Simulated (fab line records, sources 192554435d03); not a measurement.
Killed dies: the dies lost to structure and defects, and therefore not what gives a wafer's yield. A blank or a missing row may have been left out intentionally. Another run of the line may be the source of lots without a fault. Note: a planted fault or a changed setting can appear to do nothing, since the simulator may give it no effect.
Chamber matching || flow n5-finfet || pecvd-01 running N5_PMOS_HMC_CHANNEL_EPI_HM_DEP_34: 3 sister chambers
The step deposits SiO2 from TEOS/O2, target thk 36 nm, time 6.9 s. 6 wafers are shown with their chamber, then 6 later ones without.

## WAFERS WITH THEIR CHAMBER
{"wafer": "L887.2", "chamber": 1, "throttle-valve-pct (%)": 17.9, "showerhead-plenum-p-Torr (Torr)": 8.27}
{"wafer": "L895.3", "chamber": 2, "throttle-valve-pct (%)": 16.9, "showerhead-plenum-p-Torr (Torr)": 8.23}
{"wafer": "L895.5", "chamber": 0, "throttle-valve-pct (%)": 18.5, "showerhead-plenum-p-Torr (Torr)": 8.40}
{"wafer": "L896.1", "chamber": 2, "throttle-valve-pct (%)": 16.8, "showerhead-plenum-p-Torr (Torr)": 8.25}
{"wafer": "L896.3", "chamber": 1, "throttle-valve-pct (%)": 18.1, "showerhead-plenum-p-Torr (Torr)": 8.29}
{"wafer": "L896.5", "chamber": 0, "throttle-valve-pct (%)": 18.6, "showerhead-plenum-p-Torr (Torr)": 8.41}

## WAFERS WITHOUT THEIR CHAMBER
{"wafer": "L898.1", "throttle-valve-pct (%)": 18.1, "showerhead-plenum-p-Torr (Torr)": 8.28}
{"wafer": "L898.4", "throttle-valve-pct (%)": 18.0, "showerhead-plenum-p-Torr (Torr)": 8.29}
{"wafer": "L898.5", "throttle-valve-pct (%)": 18.4, "showerhead-plenum-p-Torr (Torr)": 8.42}
{"wafer": "L905.3", "throttle-valve-pct (%)": 16.8, "showerhead-plenum-p-Torr (Torr)": 8.25}
{"wafer": "L905.4", "throttle-valve-pct (%)": 16.9, "showerhead-plenum-p-Torr (Torr)": 8.25}
{"wafer": "L905.5", "throttle-valve-pct (%)": 18.3, "showerhead-plenum-p-Torr (Torr)": 8.42}

## WHICH CHAMBER EACH WENT THROUGH
{"wafer": "L898.1", "from the rows above": 1, "in truth": 1}
{"wafer": "L898.4", "from the rows above": 1, "in truth": 1}
{"wafer": "L898.5", "from the rows above": 0, "in truth": 0}
{"wafer": "L905.3", "from the rows above": 2, "in truth": 2}
{"wafer": "L905.4", "from the rows above": 2, "in truth": 2}
{"wafer": "L905.5", "from the rows above": 0, "in truth": 0}
Correctly placed: 6 of 6. Left unplaced by these rows: 0. Placed wrongly: 0.
How it was worked out, from the rows above alone: a wafer's distance from a chamber is the root of the sum, over the readings, of the square of ((its reading less the chamber's mean) divided by the reading's scatter). If the next closest chamber is less than 2 further off than the closest, the wafer can't be placed; otherwise it belongs to the closest. The mean given for a chamber averages the wafers shown for that chamber. The scatter is the square root of a quotient: the sum, over the shown wafers, of each reading's squared deviation from its chamber's mean, divided by wafers minus chambers.
